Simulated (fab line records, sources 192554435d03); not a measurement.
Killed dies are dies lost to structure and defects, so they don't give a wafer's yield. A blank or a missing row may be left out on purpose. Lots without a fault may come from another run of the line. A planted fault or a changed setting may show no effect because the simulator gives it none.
Chamber matching | flow n5_finfet | N5_BEOL_M10_CURE_72 on uv_cure-01: 3 sister chambers
The step cures SiCOH lowk, time 120 s. 3 wafers are shown with their chamber, then 7 later ones without.

WAFERS WITH THEIR CHAMBER
wafer  | chamber | wafer_temp_C_max
L931.6 | 0       | 371.9
L939.6 | 2       | 371.3
L943.4 | 1       | 372.4

WAFERS WITHOUT THEIR CHAMBER
wafer  | wafer_temp_C_max
L943.5 | 371.9
L948.1 | 371.7
L948.2 | 372.3
L948.5 | 372.1
L950.1 | 371.5
L950.4 | 371.3
L950.5 | 371.5

WHICH CHAMBER EACH WENT THROUGH
wafer  | from the rows above     | in truth
L943.5 | 0                       | 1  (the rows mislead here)
L948.1 | can't be placed: 0 or 2 | 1
L948.2 | can't be placed: 1 or 0 | 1
L948.5 | can't be placed: 0 or 1 | 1
L950.1 | can't be placed: 2 or 0 | 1
L950.4 | 2                       | 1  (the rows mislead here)
L950.5 | can't be placed: 2 or 0 | 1
Placed correctly: 0 of 7. Can't be placed from these rows: 5 (the true chamber is among the candidates in 2). Placed wrongly: 2.
How it was worked out, from the rows above alone: a wafer's distance from a chamber is the root of the sum, over the readings, of the square of ((its reading less the chamber's mean) divided by the reading's scatter). The wafer belongs to the nearest chamber; if the next one is less than 2 further off, it can't be placed. A chamber's mean is the mean of its shown wafers. The scatter: with one shown wafer a chamber, the root of the mean of the squares of how far each hidden wafer lies from its nearest shown one.
